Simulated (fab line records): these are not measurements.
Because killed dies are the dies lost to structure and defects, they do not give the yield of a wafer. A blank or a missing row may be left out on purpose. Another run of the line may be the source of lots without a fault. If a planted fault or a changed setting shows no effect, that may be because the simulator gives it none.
Chamber matching	flow nand-harc	3 sister chambers for NHARC_A_CHANNEL_FILL_D1_ALD_02 on ald-hk-04
The step deposits SiO2, target thk 6 nm, pulse time 10 s, ald cycles 60. 6 wafers are shown with their chamber, then 7 later ones without.

## WAFERS PAIRED WITH THEIR CHAMBERS
wafer	chamber	heater-power-w (W)	precursor-pulse-height-rel
L084.1	1	485	0.989
L086.2	1	482	0.984
L086.3	3	422	0.984
L086.5	2	442	0.987
L089.2	3	437	1.001
L089.3	2	437	1.033

## WAFERS WITHOUT THEIR CHAMBER
wafer	heater-power-w (W)	precursor-pulse-height-rel
L088.2	439	1.018
L088.4	494	0.993
L088.5	483	0.997
L091.1	426	1.025
L091.5	431	0.977
L095.3	440	1.015
L095.6	439	1.014

## CHAMBER TAKEN BY EACH
wafer	from the rows above	in truth
L088.2	can't be placed: 2 or 3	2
L088.4	1	1
L088.5	1	1
L091.1	can't be placed: 3 or 2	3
L091.5	can't be placed: 3 or 2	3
L095.3	can't be placed: 2 or 3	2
L095.6	can't be placed: 2 or 3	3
Correct placement for 2 of the 7. Can't be placed from these rows: 5 (the true chamber is among the candidates in 5). Wrongly placed: 0.
How it was worked out, from the rows above alone: a wafer's distance from a chamber is the root of the sum, over the readings, of the square of ((its reading less the chamber's mean) divided by the reading's scatter). If the next closest chamber is less than 2 further off than the closest, the wafer can't be placed; otherwise it belongs to the closest. Each chamber's mean is taken over the wafers shown for it. How the scatter is found: for the shown wafers, subtract from each reading the mean of its chamber, square and add these, divide the total by (wafers less chambers), then take the root.
